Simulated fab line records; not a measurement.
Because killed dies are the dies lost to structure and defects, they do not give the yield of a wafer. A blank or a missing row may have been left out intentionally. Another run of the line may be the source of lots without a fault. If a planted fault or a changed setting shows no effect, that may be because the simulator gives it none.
fab line records | flow nandHarc
record lots=5 | wafers=15 | lastDay=34
route steps=1302 shown P_BONDPAD@360 END@1302
lots that met no fault: from a run of the same line without faults
startH: start of the lot's first displayed wafer, in hours after the record's first day | waitH: hours from the lot's prior step to this one | " as in the row above | L1.1+2: a single row standing in for several wafers | - no value, or no start given | * or withheld: withheld | < > ~ a bound
route shown NAME@n: a module of which the file shows steps, and the number in the route of the first | usual: mean and standard deviation over wafers with no fault | same: alike in all rows | chamber/n: place in a boat | sites: readings site by site | _std_site: the standard deviation of these | _edge_site: the outer-site mean with the inner-site mean subtracted | radiusMm: for every site, how far away it sits from the centre of the wafer | mask NAME#n: copy n | behind: the last tool/chamber to shape the wafer | hold: the reason the lot was held/the length of the hold in hours/how it ended | device: whichever transistor did not switch (one of n, p or np) | end of line: tests run on the same wafers once the route is complete | a step with no rows: only its recipe | killed: not the wafer's yield, but the dies lost to structure and defects at the first sort | map: shows each die of a wafer: x if killed, . if not, _ if none is there
set.NAME: the setting as run; set.NAME@STEP: as run at that earlier step | model.NAME: the simulator's own value behind a step, which no gauge read
a table for each step, a row for each wafer; lots at some steps of the route
services: the hour from which a tool's chamber was out of use, counted from the record's first day as startH (under 0 if before that day), plus the number of hours and why
## steps
# step NHARC_P_BONDPAD_EBR_05
# step NHARC_P_BONDPAD_EXPOSE_06
# recipe na=0.55 | doseMj=37.06 | maskId=P_BPAD
# step NHARC_P_BONDPAD_PEB_07
# recipe pebTempC=128 | pebTimeS=80
# step NHARC_P_BONDPAD_DEVELOP_08
# recipe timeS=50 | devTempC=22
# step NHARC_P_BONDPAD_CD_MEAS_09
# recipe targetCdNm=500 | landingEnergyEv=500
# usual cdNm=500.1/2
lot.wafer | tool     | chamber | startH | waitH | cdNm
L652.1    | cdSem-01 | 0       | 142.42 | -     | 503.6
L652.2    | "        | 0       | "      | "     | 498.4
L652.5    | "        | 0       | "      | "     | 501.2
L660.2    | cdSem-02 | 0       | 224.32 | -     | 498.8
L660.3    | "        | 0       | "      | "     | 500.9
L660.4    | "        | 0       | "      | "     | 501.4
L663.2    | cdSem-02 | 0       | 250.21 | -     | 498.8
L663.5    | "        | 0       | "      | "     | 499.1
L663.6    | "        | 0       | "      | "     | 496.3
L670.1    | cdSem-03 | 0       | 321.81 | -     | 497.3
L670.4    | "        | 0       | "      | "     | 503.7
L670.5    | "        | 0       | "      | "     | 498.5
L673.1    | cdSem-01 | 0       | 356.96 | -     | 500.0
L673.2    | "        | 0       | "      | "     | 500.3
L673.6    | "        | 0       | "      | "     | 500.4
# step NHARC_P_BONDPAD_OVL_MEAS_38
# usual overlayXNm=2/7.3 | overlayYNm=0/5.7
lot.wafer | tool       | chamber | startH | waitH | overlayXNm | overlayYNm
L652.1    | overlay-02 | -       | 142.50 | -     | -10        | 9
L652.2    | "          | -       | "      | "     | -10        | 9
L652.5    | "          | -       | "      | "     | -10        | 9
L660.2    | overlay-02 | -       | 224.41 | -     | -11        | 12
L660.3    | "          | -       | "      | "     | -12        | 11
L660.4    | "          | -       | "      | "     | -11        | 12
L663.2    | overlay-02 | -       | 250.30 | -     | 3          | -3
L663.5    | "          | -       | "      | "     | 3          | -3
L663.6    | "          | -       | "      | "     | 3          | -3
L670.1    | overlay-02 | -       | 321.90 | -     | 9          | -2
L670.4    | "          | -       | "      | "     | 9          | -2
L670.5    | "          | -       | "      | "     | 9          | -2
L673.1    | overlay-02 | -       | 357.05 | -     | -7         | -5
L673.2    | "          | -       | "      | "     | -7         | -6
L673.6    | "          | -       | "      | "     | -6         | -7
# step NHARC_P_BONDPAD_HARDBAKE_10
# recipe tempC=118 | timeS=65
# step NHARC_P_BONDPAD_DESCUM_11
# recipe timeS=3 | o2FlowSccm=200 | arFlowSccm=0 | biasPowerW=0 | chemistry=O2
# usual drypumpMotorCurrentA=5.6/0.43 | oesProductAu=0.996/0.011 | rfVppV=57.8/0.89 | showerheadPlenumPTorr=1.92/0.067 | throttleValvePct=11.312/0.0093
lot.wafer | tool       | chamber | startH | waitH | drypumpMotorCurrentA | oesProductAu | rfHoursCounterH | rfVppV | showerheadPlenumPTorr | throttleValvePct
L652.2    | rieDiel-12 | 0       | 142.63 | -     | 6.1                  | 0.982        | 1.4             | 55.9   | 1.81                  | 11.306
L652.1    | "          | 1       | "      | "     | 5.4                  | 0.994        | 2.1             | 58.3   | 2.00                  | 11.311
L652.5    | "          | 0       | "      | "     | 6.2                  | 0.987        | -               | 56.7   | 1.81                  | 11.311
L660.4    | rieDiel-10 | 3       | 224.53 | -     | 5.2                  | 0.982        | 4.1             | 58.8   | 1.97                  | 11.324
L660.2    | "          | 0       | "      | "     | 6.2                  | 1.003        | 4.5             | 57.0   | 1.84                  | 11.324
L660.3    | "          | 2       | "      | "     | 5.0                  | 1.001        | 3.7             | 58.0   | 1.94                  | 11.307
L663.2    | rieDiel-02 | 0       | 250.45 | -     | 4.9                  | 1.006        | 1.3             | 58.9   | 1.98                  | 11.296
L663.6    | "          | 1       | "      | "     | 5.3                  | 0.998        | -               | 57.4   | 1.86                  | 11.312
L663.5    | "          | 2       | "      | "     | 5.9                  | 0.987        | -               | 57.6   | 1.92                  | 11.315
L670.1    | rieDiel-10 | 2       | 322.02 | -     | 5.0                  | 0.984        | 1.8             | 57.5   | 1.94                  | 11.338
L670.4    | "          | 3       | "      | "     | 5.2                  | 0.999        | 1.8             | 60.1   | 1.97                  | 11.304
L670.5    | "          | 3       | "      | "     | 5.2                  | 0.986        | -               | 56.8   | 1.97                  | 11.334
L673.2    | rieDiel-10 | 2       | 357.19 | -     | 5.0                  | 0.998        | 2.6             | 58.1   | 1.94                  | 11.315
L673.1    | "          | 3       | "      | "     | 5.3                  | 0.992        | 2.7             | 56.4   | 1.97                  | 11.317
L673.6    | "          | 1       | "      | "     | 5.8                  | 1.010        | -               | 58.3   | 1.99                  | 11.308
# step NHARC_P_BONDPAD_ETCH_37
# recipe targetDepthA=600 | overetchA=180 | timeS=65.91 | ionEnergyEv=200 | n2FlowSccm=150 | h2FlowSccm=150 | arFlowSccm=0 | rfW=400 | biasW=150 | chemistry=N2/H2
# usual drypumpMotorCurrentA=5.6/0.43 | oesProductAu=0.998/0.011 | rfFwdPowerW=397.1/1.4 | rfVppV=430.8/2.2 | showerheadPlenumPTorr=2.04/0.072 | throttleValvePct=14.170/0.0092
lot.wafer | tool       | chamber | startH | waitH | drypumpMotorCurrentA | oesProductAu | rfFwdPowerW | rfHoursCounterH | rfVppV | showerheadPlenumPTorr | throttleValvePct
L652.2    | rieDiel-12 | 1       | 142.71 | 0.1   | 5.4                  | 1.004        | 397.8       | 2.1             | 433.8  | 2.14                  | 14.177
L652.1    | "          | 0       | "      | "     | 6.2                  | 0.988        | 398.5       | 1.4             | 428.2  | 1.93                  | 14.185
L652.5    | "          | 1       | "      | "     | 5.4                  | 0.996        | 398.8       | -               | 434.3  | 2.14                  | 14.186
L660.2    | rieDiel-10 | 1       | 224.62 | 0.1   | 5.8                  | 0.990        | 397.7       | 4.2             | 432.5  | 2.13                  | 14.166
L660.3    | "          | 2       | "      | "     | 5.0                  | 0.996        | 395.7       | 3.7             | 430.7  | 2.07                  | 14.183
L660.4    | "          | 3       | "      | "     | 5.2                  | 0.969        | 397.5       | 4.1             | 432.1  | 2.10                  | 14.174
L663.2    | rieDiel-02 | 2       | 250.52 | 0.1   | 5.9                  | 0.998        | 397.7       | 1.0             | 431.3  | 2.05                  | 14.159
L663.5    | "          | 0       | "      | "     | 4.9                  | 1.008        | 396.9       | -               | 432.4  | 2.11                  | 14.155
L663.6    | "          | 1       | "      | "     | 5.3                  | 1.008        | 395.2       | -               | 429.3  | 1.98                  | 14.158
L670.4    | rieDiel-10 | 0       | 322.11 | 0.1   | 6.2                  | 1.007        | 397.5       | 1.8             | 428.9  | 1.96                  | 14.171
L670.1    | "          | 1       | "      | "     | 5.9                  | 1.000        | 394.6       | 1.8             | 433.0  | 2.13                  | 14.178
L670.5    | "          | 1       | "      | "     | 5.8                  | 0.998        | 396.2       | -               | 433.5  | 2.13                  | 14.172
L673.2    | rieDiel-10 | 2       | 357.26 | 0.1   | 5.0                  | 1.002        | 397.2       | 2.6             | 431.2  | 2.06                  | 14.175
L673.1    | "          | 0       | "      | "     | 6.2                  | 1.006        | 397.9       | 3.0             | 427.3  | 1.96                  | 14.168
L673.6    | "          | 2       | "      | "     | 5.0                  | 0.992        | 398.7       | -               | 430.2  | 2.06                  | 14.172
# step NHARC_P_BONDPAD_ETCH_12
# recipe targetDepthA=2000 | timeS=100 | chf3FlowSccm=50 | o2FlowSccm=10 | arFlowSccm=200 | rfW=500 | biasW=200 | chemistry=CHF3/O2
# usual chf3FlowSccm=49.99/0.13 | drypumpMotorCurrentA=5.6/0.42 | oesProductAu=0.942/0.023 | rfFwdPowerW=497.6/1.5 | rfVppV=370.7/1.9 | showerheadPlenumPTorr=2.40/0.08 | throttleValvePct=20.573/0.0091
lot.wafer | tool       | chamber | startH | waitH | chf3FlowSccm | drypumpMotorCurrentA | oesProductAu | rfFwdPowerW | rfHoursCounterH | rfVppV | showerheadPlenumPTorr | throttleValvePct
L652.2    | rieDiel-12 | 2       | -      | -     | 49.97        | 5.9                  | 0.965        | 495.9       | 2.6             | 371.5  | 2.42                  | 20.576
L652.1    | "          | 1       | "      | "     | 50.21        | 5.4                  | 0.963        | 498.4       | 2.1             | 373.0  | 2.51                  | 20.574
L652.5    | "          | 3       | "      | "     | 50.17        | 5.6                  | 0.990        | 497.7       | -               | 367.6  | 2.34                  | 20.603
L660.3    | rieDiel-10 | 0       | -      | -     | 49.90        | 6.3                  | 0.932        | 496.8       | 4.5             | 367.6  | 2.31                  | 20.576
L660.4    | "          | 1       | "      | "     | 50.21        | 5.8                  | 0.948        | 498.3       | 4.2             | 372.9  | 2.50                  | 20.572
L660.2    | "          | 2       | "      | "     | 49.77        | 5.0                  | 0.948        | 496.8       | 3.8             | 370.7  | 2.43                  | 20.575
L663.2    | rieDiel-02 | 1       | -      | -     | 49.93        | 5.3                  | 0.926        | 497.4       | 1.3             | 368.4  | 2.34                  | 20.586
L663.6    | "          | 1       | "      | "     | 49.87        | 5.3                  | 0.921        | 497.3       | -               | 369.6  | 2.34                  | 20.573
L663.5    | "          | 2       | "      | "     | 50.00        | 5.9                  | 0.924        | 497.4       | -               | 371.8  | 2.41                  | 20.574
L670.4    | rieDiel-10 | 1       | -      | -     | 50.09        | 5.8                  | 0.975        | 497.9       | 1.9             | 371.4  | 2.50                  | 20.575
L670.1    | "          | 2       | "      | "     | 50.11        | 5.1                  | 0.935        | 497.6       | 1.8             | 371.4  | 2.43                  | 20.559
L670.5    | "          | 0       | "      | "     | 49.98        | 6.3                  | 0.988        | 497.6       | -               | 368.2  | 2.31                  | 20.568
L673.1    | rieDiel-10 | 3       | -      | -     | 49.87        | 5.2                  | 0.957        | 495.8       | 2.8             | 373.6  | 2.47                  | 20.570
L673.2    | "          | 1       | "      | "     | 49.90        | 5.8                  | 0.951        | 497.9       | 2.9             | 372.3  | 2.50                  | 20.577
L673.6    | "          | 2       | "      | "     | 50.00        | 5.0                  | 0.956        | 495.7       | -               | 371.7  | 2.43                  | 20.574
# step NHARC_P_BONDPAD_CD_MEAS_13
# usual cdNm=499.5/2
lot.wafer | tool     | chamber | startH | waitH | cdNm
L652.1    | cdSem-01 | -       | 142.94 | -     | 502.1
L652.2    | "        | -       | "      | "     | 499.0
L652.5    | "        | -       | "      | "     | 501.4
L660.2    | cdSem-03 | -       | 224.85 | -     | 499.1
L660.3    | "        | -       | "      | "     | 500.4
L660.4    | "        | -       | "      | "     | 499.9
L663.2    | cdSem-02 | -       | 250.74 | -     | 498.2
L663.5    | "        | -       | "      | "     | 497.1
L663.6    | "        | -       | "      | "     | 494.9
L670.1    | cdSem-02 | -       | 322.34 | -     | 497.1
L670.4    | "        | -       | "      | "     | 504.4
L670.5    | "        | -       | "      | "     | 498.1
L673.1    | cdSem-02 | -       | 357.49 | -     | 500.6
L673.2    | "        | -       | "      | "     | 500.1
L673.6    | "        | -       | "      | "     | 500.1
# step NHARC_P_BONDPAD_STRIP_15
# recipe o2FlowSccm=500 | arFlowSccm=0 | biasW=0 | chemistry=O2
# usual drypumpMotorCurrentA=5.6/0.44 | oesProductAu=0.996/0.0098 | rfVppV=57.9/0.82 | showerheadPlenumPTorr=3.55/0.11 | throttleValvePct=17.036/0.0087
lot.wafer | tool       | chamber | startH | waitH | drypumpMotorCurrentA | oesProductAu | rfHoursCounterH | rfVppV | showerheadPlenumPTorr | throttleValvePct
L652.1    | rieDiel-12 | 1       | 143.05 | 0.1   | 5.4                  | 0.982        | 2.1             | 58.0   | 3.68                  | 17.044
L652.2    | "          | 2       | "      | "     | 5.9                  | 1.003        | 2.6             | 58.5   | 3.56                  | 17.034
L652.5    | "          | 3       | "      | "     | 5.6                  | 1.000        | -               | 58.4   | 3.43                  | 17.028
L660.2    | rieDiel-10 | 0       | 224.94 | 0.1   | 6.2                  | 1.003        | 4.6             | 57.5   | 3.40                  | 17.034
L660.4    | "          | 1       | "      | "     | 5.9                  | 0.996        | 4.3             | 58.9   | 3.67                  | 17.032
L660.3    | "          | 2       | "      | "     | 5.0                  | 0.991        | 3.8             | 58.6   | 3.57                  | 17.016
L663.2    | rieDiel-12 | 0       | 250.85 | 0.1   | 6.2                  | 1.002        | 7.7             | 57.1   | 3.35                  | 17.018
L663.5    | "          | 2       | "      | "     | 5.9                  | 1.001        | -               | 58.5   | 3.55                  | 17.041
L663.6    | "          | 3       | "      | "     | 5.6                  | 1.012        | -               | 56.8   | 3.43                  | 17.046
L670.4    | rieDiel-12 | 2       | 322.43 | 0.1   | 5.9                  | 0.990        | 2.0             | 59.2   | 3.55                  | 17.044
L670.1    | "          | 0       | "      | "     | 6.2                  | 1.002        | 2.3             | 56.7   | 3.35                  | 17.036
L670.5    | "          | 1       | "      | "     | 5.4                  | 0.988        | -               | 57.5   | 3.68                  | 17.041
L673.2    | rieDiel-02 | 3       | 357.56 | 0.1   | 4.9                  | 1.005        | 4.7             | 58.3   | 3.65                  | 17.038
L673.1    | "          | 0       | "      | "     | 4.9                  | 1.012        | 5.3             | 58.8   | 3.64                  | 17.034
L673.6    | "          | 0       | "      | "     | 4.9                  | 1.013        | -               | 59.0   | 3.64                  | 17.040
# step NHARC_P_BONDPAD_ETCH_24
# recipe targetDepthA=300 | overEtchFrac=0.3 | timeS=72.99 | ionEnergyEv=150 | cf4FlowSccm=50 | n2FlowSccm=100 | arFlowSccm=150 | rfW=300 | biasW=100 | chemistry=CF4/N2
# usual drypumpMotorCurrentA=5.6/0.44 | oesProductAu=0.997/0.0099 | overEtchFrac=0.3/0 | rfFwdPowerW=298.1/1 | rfVppV=314.4/1.6 | showerheadPlenumPTorr=2.64/0.084 | throttleValvePct=19.795/0.0086
lot.wafer | tool       | chamber | startH | waitH | drypumpMotorCurrentA | oesProductAu | overEtchFrac | rfFwdPowerW | rfHoursCounterH | rfVppV | showerheadPlenumPTorr | throttleValvePct
L652.1    | rieDiel-12 | 0       | 143.17 | -     | 6.1                  | 0.987        | 0.3          | 298.9       | 1.5             | 312.5  | 2.49                  | 19.794
L652.2    | "          | 1       | "      | "     | 5.4                  | 0.992        | 0.3          | 298.1       | 2.2             | 315.2  | 2.74                  | 19.798
L652.5    | "          | 0       | "      | "     | 6.2                  | 0.990        | 0.3          | 297.6       | -               | 313.6  | 2.49                  | 19.793
L660.4    | rieDiel-10 | 1       | 225.07 | -     | 5.8                  | 0.998        | 0.3          | 298.2       | 4.3             | 315.8  | 2.73                  | 19.804
L660.2    | "          | 2       | "      | "     | 5.0                  | 0.992        | 0.3          | 298.6       | 3.8             | 315.1  | 2.66                  | 19.780
L660.3    | "          | 0       | "      | "     | 6.2                  | 0.995        | 0.3          | 296.2       | 4.6             | 313.2  | 2.53                  | 19.794
L663.2    | rieDiel-12 | 0       | 250.97 | -     | 6.2                  | 1.001        | 0.3          | 297.6       | 7.7             | 311.2  | 2.49                  | 19.786
L663.5    | "          | 3       | "      | "     | 5.6                  | 1.017        | 0.3          | 299.4       | -               | 313.1  | 2.55                  | 19.786
L663.6    | "          | 0       | "      | "     | 6.1                  | 1.007        | 0.3          | 297.4       | -               | 312.5  | 2.49                  | 19.793
L670.1    | rieDiel-12 | 1       | 322.56 | -     | 5.4                  | 0.983        | 0.26875      | 297.8       | 2.2             | 316.5  | 2.74                  | 19.786
L670.4    | "          | 3       | "      | "     | 5.6                  | 1.004        | 0.26875      | 300.1       | 2.1             | 312.4  | 2.55                  | 19.781
L670.5    | "          | 2       | "      | "     | 5.9                  | 0.984        | 0.3          | 297.3       | -               | 314.5  | 2.64                  | 19.800
L673.2    | rieDiel-02 | 1       | 357.73 | -     | 5.3                  | 1.003        | 0.3          | 296.2       | 6.1             | 313.8  | 2.56                  | 19.801
L673.1    | "          | 2       | "      | "     | 5.9                  | 0.999        | 0.3          | 298.0       | 5.9             | 314.4  | 2.63                  | 19.798
L673.6    | "          | 0       | "      | "     | 4.9                  | 1.000        | 0.3          | 298.8       | -               | 315.9  | 2.71                  | 19.789
# step NHARC_P_BONDPAD_STRIP_16
# recipe timeS=600 | tempC=30 | chemistry=postEtchResidueRemover
# step NHARC_END_SORT_01
# recipe tempC=25
# usual defectLimitedYield=91.8/2.8 | killedAtArray=51/18 | killedAtOther=1.0/1.2 | killedAtPeriphery=3.7/2.9 | killedDies=55/19 | killedOpen=3.5/1.9 | killedShort=2.6/1.6 | sort_bin_2_pct=2.9/1.3 | sort_bin_3_pct=0.6/0.38 | sort_bin_4_pct=4.6/1.5 | sortNPass=622/19 | sortRimYieldPct=94/3.2 | sortYieldPct=91.8/2.8
# same grossDies=677 | sort_bin_5_pct[%]=0 | sort_bin_6_pct[%]=0 | sort_bin_7_pct[%]=0 | sort_bin_8_pct[%]=0 | sortRimNGross=106.00
lot.wafer | tool      | chamber | startH | waitH | defectLimitedYield[%] | killedAtArray | killedAtOther | killedAtPeriphery | killedDies | killedOpen | killedShort | sort_bin_2_pct[%] | sort_bin_3_pct[%] | sort_bin_4_pct[%] | sortNPass | sortRimYieldPct[%] | sortYieldPct[%]
L652.1    | prober-01 | 0       | 569.67 | 2.5   | 90.5                  | 56            | 4             | 4                 | 64         | 2          | 1           | 3.1               | 1.0               | 5.3               | 613       | 96                 | 90.5
L652.2    | prober-01 | 0       | 570.47 | 2.8   | 91.3                  | 53            | 2             | 4                 | 59         | 3          | 0           | 3.2               | 0.4               | 5.0               | 618       | 97                 | 91.3
L652.5    | prober-01 | 0       | 572.87 | 3.7   | 90.5                  | 60            | 2             | 2                 | 64         | 0          | 2           | 3.4               | 0.9               | 5.2               | 613       | 99                 | 90.5
L660.2    | prober-01 | 0       | 660.87 | 2.8   | 86.3                  | 91            | 1             | 1                 | 93         | 2          | 3           | 5.2               | 1.3               | 7.2               | 584       | 99                 | 86.3
L660.3    | prober-01 | 0       | 661.66 | 3.1   | 91.1                  | 57            | 1             | 2                 | 60         | 2          | 4           | 3.0               | 0.3               | 5.6               | 617       | 89                 | 91.1
L660.4    | prober-01 | 0       | 662.45 | 3.4   | 89.7                  | 67            | 0             | 3                 | 70         | 4          | 2           | 5.0               | 0.3               | 5.0               | 607       | 97                 | 89.7
L663.2    | prober-02 | 0       | 683.71 | 2.8   | 87.9                  | 76            | 0             | 6                 | 82         | 2          | 3           | 5.3               | 0.6               | 6.2               | 595       | 90                 | 87.9
L663.5    | prober-02 | 0       | 686.09 | 3.7   | 88.5                  | 71            | 0             | 7                 | 78         | 2          | 3           | 4.7               | 1.0               | 5.8               | 599       | 92                 | 88.5
L663.6    | prober-02 | 0       | 686.89 | 4.0   | 86.3                  | 87            | 0             | 6                 | 93         | 1          | 0           | 5.2               | 1.3               | 7.2               | 584       | 95                 | 86.3
L670.1    | prober-02 | 0       | 739.90 | 2.5   | 93.4                  | 43            | 2             | 0                 | 45         | 4          | 5           | 1.3               | 0.3               | 5.0               | 632       | 92                 | 93.4
L670.4    | prober-02 | 0       | 742.31 | 3.4   | 94.7                  | 31            | 0             | 5                 | 36         | 4          | 2           | 1.8               | 0.7               | 2.8               | 641       | 91                 | 94.7
L670.5    | prober-02 | 0       | 743.11 | 3.7   | 90.4                  | 61            | 1             | 3                 | 65         | 5          | 4           | 2.2               | 0.7               | 6.6               | 612       | 97                 | 90.4
L673.1    | prober-01 | 0       | 813.46 | 2.5   | 96.6                  | 20            | 1             | 2                 | 23         | 5          | 0           | 0.7               | 0.1               | 2.5               | 654       | 97                 | 96.6
L673.2    | prober-01 | 0       | 814.26 | 2.8   | 96.3                  | 20            | 3             | 2                 | 25         | 5          | 1           | 0.3               | 0.1               | 3.2               | 652       | 99                 | 96.3
L673.6    | prober-01 | 0       | 817.46 | 4.0   | 95.6                  | 26            | 2             | 2                 | 30         | 4          | 2           | 1.3               | 0                 | 3.1               | 647       | 99                 | 95.6
# killed by level:class
L652.1 A_CHANNEL_HOLE_D2:chamberFilmFlake=29 A_CHANNEL_HOLE_D1:chamberFilmFlake=21 THIN_TSV:chamberFilmFlake=4 P_M1:chamberFilmFlake=3 A_CONTACT:chamberFilmFlake=2 A_CHANNEL_HOLE_D2:geometricParticle:short=1 A_CHANNEL_FILL_D2:geometricParticle:open=1 A_STAIRCASE:geometricParticle:open=1
L652.2 A_CHANNEL_HOLE_D1:chamberFilmFlake=24 A_CHANNEL_HOLE_D2:chamberFilmFlake=23 A_CHANNEL_FILL_D2:geometricParticle:open=2 P_M1:chamberFilmFlake=2 A_DECK1_JOINT:chamberFilmFlake=2 A_WL_FILL:geometricParticle:open=1 P_STI:chamberFilmFlake=1 P_GATE:chamberFilmFlake=1
L652.5 A_CHANNEL_HOLE_D1:chamberFilmFlake=27 A_CHANNEL_HOLE_D2:chamberFilmFlake=27 A_WL_FILL:chamberFilmFlake=2 A_CONTACT:chamberFilmFlake=2 THIN_TSV:chamberFilmFlake=2 P_M0:geometricParticle:short=1 A_ONON_D1:geometricParticle:short=1 P_M1:chamberFilmFlake=1
L660.2 A_SLIT:chamberFilmFlake=36 A_CHANNEL_HOLE_D1:chamberFilmFlake=34 A_CONTACT:chamberFilmFlake=7 A_STAIRCASE:chamberFilmFlake=4 A_CHANNEL_HOLE_D2:chamberFilmFlake=3 A_ONON_D2:geometricParticle:open=2 A_ONON_D2:geometricParticle:short=1 A_WL_FILL:geometricParticle:short=1
L660.3 A_CHANNEL_HOLE_D1:chamberFilmFlake=29 A_SLIT:chamberFilmFlake=10 A_CONTACT:chamberFilmFlake=6 A_CHANNEL_HOLE_D2:unspecified=3 A_STAIRCASE:chamberFilmFlake=3 P_GATE:geometricParticle:open=1 P_M2:geometricParticle:open=1 A_CHANNEL_HOLE_D2:geometricParticle:short=1
L660.4 A_SLIT:chamberFilmFlake=33 A_CHANNEL_HOLE_D1:chamberFilmFlake=20 A_CHANNEL_FILL_D1:chamberFilmFlake=4 P_M0:geometricParticle:open=2 A_CHANNEL_FILL_D2:geometricParticle:short=2 A_CONTACT:chamberFilmFlake=2 P_GATE:geometricParticle:open=1 A_M0:geometricParticle:open=1
L663.2 A_CHANNEL_HOLE_D1:chamberFilmFlake=38 A_SLIT:chamberFilmFlake=12 P_GATE:chamberFilmFlake=6 A_CHANNEL_HOLE_D2:chamberFilmFlake=5 A_STAIRCASE:chamberFilmFlake=4 A_CONTACT:chamberFilmFlake=4 A_CHANNEL_FILL_D2:chamberFilmFlake=3 A_SGD_CUT:chamberFilmFlake=2
L663.5 A_CHANNEL_HOLE_D1:chamberFilmFlake=38 A_SLIT:chamberFilmFlake=10 P_GATE:chamberFilmFlake=6 A_STAIRCASE:chamberFilmFlake=5 A_CHANNEL_HOLE_D2:chamberFilmFlake=4 A_CHANNEL_FILL_D2:chamberFilmFlake=2 A_SGD_CUT:chamberFilmFlake=2 A_CHANNEL_HOLE_D2:geometricParticle:short=1
L663.6 A_CHANNEL_HOLE_D1:chamberFilmFlake=33 A_SLIT:chamberFilmFlake=26 A_CHANNEL_HOLE_D2:chamberFilmFlake=16 P_GATE:chamberFilmFlake=6 A_STAIRCASE:chamberFilmFlake=5 A_CHANNEL_FILL_D2:chamberFilmFlake=2 A_SGD_CUT:chamberFilmFlake=2 A_WL_FILL:geometricParticle:open=1
L670.1 A_CHANNEL_HOLE_D1:chamberFilmFlake=13 A_CONTACT:chamberFilmFlake=8 A_CHANNEL_HOLE_D2:chamberFilmFlake=7 A_SLIT:chamberFilmFlake=4 A_ONON_D2:geometricParticle:short=2 A_CHANNEL_FILL_D2:geometricParticle:open=2 A_CHANNEL_FILL_D1:geometricParticle:open=1 A_CHANNEL_FILL_D1:geometricParticle:short=1
L670.4 A_CHANNEL_HOLE_D1:chamberFilmFlake=7 A_CONTACT:chamberFilmFlake=7 A_CHANNEL_HOLE_D2:chamberFilmFlake=6 A_SLIT:chamberFilmFlake=6 A_M0:geometricParticle:open=2 P_M1:chamberFilmFlake=2 P_GATE:geometricParticle:short=1 P_GATE:geometricParticle:open=1
L670.5 A_CHANNEL_HOLE_D2:chamberFilmFlake=26 A_CHANNEL_HOLE_D1:chamberFilmFlake=12 A_CONTACT:chamberFilmFlake=8 A_SLIT:chamberFilmFlake=6 A_CHANNEL_FILL_D1:chamberFilmFlake=3 P_CONTACT:geometricParticle:open=1 P_M0:geometricParticle:open=1 P_M1:geometricParticle:open=1
L673.1 A_CONTACT:chamberFilmFlake=5 A_SLIT:chamberFilmFlake=3 A_WL_FILL:chamberFilmFlake=3 A_M0:chamberFilmFlake=2 P_CONTACT:geometricParticle:open=1 P_M0:geometricParticle:open=1 A_CHANNEL_FILL_D2:geometricParticle:open=1 A_BLC:geometricParticle:open=1
L673.2 A_SLIT:chamberFilmFlake=6 A_CONTACT:chamberFilmFlake=5 A_M0:chamberFilmFlake=5 P_M0:geometricParticle:open=2 A_CONTACT:geometricParticle:open=1 A_BLC:geometricParticle:open=1 STARTING-WAFER:geometricParticle:short=1 STARTING-WAFER:geometricParticle:open=1
L673.6 A_SLIT:chamberFilmFlake=9 A_CHANNEL_HOLE_D2:chamberFilmFlake=3 A_M0:chamberFilmFlake=3 A_CHANNEL_HOLE_D1:chamberFilmFlake=2 A_CONTACT:chamberFilmFlake=2 THIN_TSV:chamberFilmFlake=2 P_M2:geometricParticle:open=1 A_ONON_D1:geometricParticle:short=1
## services
tool       | chamber | startH | hours | kind
rieDiel-10 | 0       | 123.59 | -     | clean
rieDiel-10 | 1       | 123.59 | -     | clean
rieDiel-10 | 2       | 123.59 | -     | clean
rieDiel-10 | 3       | 123.59 | -     | clean
rieDiel-10 | 0       | 148.09 | -     | clean
rieDiel-10 | 1       | 148.09 | -     | clean
rieDiel-10 | 2       | 148.09 | -     | clean
rieDiel-10 | 3       | 148.09 | -     | clean
rieDiel-12 | 2       | 172.01 | 11.2  | repair
rieDiel-10 | 0       | 172.59 | -     | clean
rieDiel-10 | 1       | 172.59 | -     | clean
rieDiel-10 | 2       | 172.59 | -     | clean
rieDiel-10 | 3       | 172.59 | -     | clean
rieDiel-10 | 0       | 197.09 | -     | clean
rieDiel-10 | 1       | 197.09 | -     | clean
rieDiel-10 | 2       | 197.09 | -     | clean
rieDiel-10 | 0       | 210.85 | 4.1   | repair
rieDiel-02 | -       | 216.70 | 9.0   | pm
rieDiel-12 | -       | 227.82 | 1.0   | repair
rieDiel-10 | -       | 242.50 | 9.0   | pm
rieDiel-02 | 0       | 251.31 | 2.9   | repair
rieDiel-12 | -       | 268.40 | 9.0   | pm
rieDiel-02 | 1       | 274.13 | 2.5   | repair
rieDiel-12 | 1       | 331.25 | 12.8  | repair
## key
firstSign step=NHARC_P_BONDPAD_ETCH_24 | reading=overEtchFrac | direction=down | sigmas=99+ | usual=0.3 | struck=0.26875
effect none on later readings
metAt NHARC_P_BONDPAD_ETCH_24
struckWafers L670.1,L670.4
onsetBetween 250.97 322.56
fault kind=processParameterDrift | tool=rieDiel-12 | chamber=- | onsetH=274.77 | steps=NHARC_P_BONDPAD_ETCH_24 | channel=overEtchFrac | offset=-0.031253 | shape=step | endH=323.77 | scope=struckWafersOnly | actsIn=theseRecipesOnly | stated=0.3
